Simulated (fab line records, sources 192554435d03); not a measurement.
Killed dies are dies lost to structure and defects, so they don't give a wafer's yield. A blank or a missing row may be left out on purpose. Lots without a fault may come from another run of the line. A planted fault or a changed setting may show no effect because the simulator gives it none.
Split-lot experiment | flow n5_finfet | 7 lots, 21 wafers read, on a route of 1938 steps

THE SPLIT
At N5_ZERO_LAYER_EXPOSE_08 (exposes mask ZERO, defocus 0 nm, target cd 2000 nm), the setting dose_mj was moved away from the recipe's 16.2 on 2 of the 21 wafers read, by -6.4% to -3.1%. The other wafers ran this setting at the recipe's value.

FROM THE SPLIT TO THE READING: what the file shows between them, 3 steps
- N5_ZERO_LAYER_PEB_09
- N5_ZERO_LAYER_DEVELOP_10: develop time 60 s
- N5_ZERO_LAYER_HARDBAKE_23: time 120 s

THE READING
cd_nm, in nm, at N5_ZERO_LAYER_CD_MEAS_11 (target cd 2000 nm). Fault-free wafers of this fab line usually give 2000.0 nm, standard deviation 1.4 nm.

wafer  | tool, chamber at the split | dose_mj as run | against the recipe | cd_nm, nm | against lot-mates on the recipe
L074.4 | krf_scanner-01, 0          | 16.2           | recipe             | 1998.2    | -
L074.5 | krf_scanner-01, 0          | 16.2           | recipe             | 2000.9    | -
L074.6 | krf_scanner-01, 0          | 16.2           | recipe             | 2001.1    | -
L075.2 | krf_scanner-02, 0          | 16.2           | recipe             | 2000.4    | -
L075.3 | krf_scanner-02, 0          | 16.2           | recipe             | 1998.3    | -
L075.6 | krf_scanner-02, 0          | 16.2           | recipe             | 1999.8    | -
L076.3 | krf_scanner-02, 0          | 16.2           | recipe             | 2003.3    | -
L076.5 | krf_scanner-02, 0          | 16.2           | recipe             | 2002.3    | -
L076.6 | krf_scanner-02, 0          | 15.17          | -6.4%              | 1989.0    | -13.8
L080.1 | krf_scanner-01, 0          | 16.2           | recipe             | 1999.2    | -
L080.5 | krf_scanner-01, 0          | 16.2           | recipe             | 2001.7    | -
L080.6 | krf_scanner-01, 0          | 16.2           | recipe             | 2000.2    | -
L085.3 | krf_scanner-02, 0          | 16.2           | recipe             | 1997.7    | -
L085.4 | krf_scanner-02, 0          | 16.2           | recipe             | 1998.0    | -
L085.5 | krf_scanner-02, 0          | 15.69          | -3.1%              | 1994.4    | -3.4
L086.1 | krf_scanner-02, 0          | 16.2           | recipe             | 2000.7    | -
L086.2 | krf_scanner-02, 0          | 16.2           | recipe             | 1999.1    | -
L086.5 | krf_scanner-02, 0          | 16.2           | recipe             | 2001.0    | -
L097.3 | krf_scanner-02, 0          | 16.2           | recipe             | 2001.0    | -
L097.5 | krf_scanner-02, 0          | 16.2           | recipe             | 2000.9    | -
L097.6 | krf_scanner-02, 0          | 16.2           | recipe             | 1999.9    | -

THE FIT
A straight line over all 21 wafers: cd_nm changes by +1.78 nm for each +1% of dose_mj; r = +0.88; the points scatter about the line by 1.5 nm.
The same after taking each lot's own level away (the mean of its wafers on the recipe; 21 wafers): +1.97 nm for each +1%; r = +0.94; scatter 1.1 nm.
On that fit, the largest move of dose_mj shifts the reading by 13 nm.
The lots' own levels span 1997.85 to 2002.80 nm, that is 3.5 times the standard deviation above.
So the lot-to-lot level changes the slope little: the two slopes agree.
Check: with one of the wafers moved furthest among these (-6.4%) left out of the fit, the line predicts -6.97 nm for it against its lot-mates. It came out at -13.8 nm against them.

THE FILE'S OWN FIT
cd_nm changes by +1.95 nm for each +1% of dose_mj, r = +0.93.
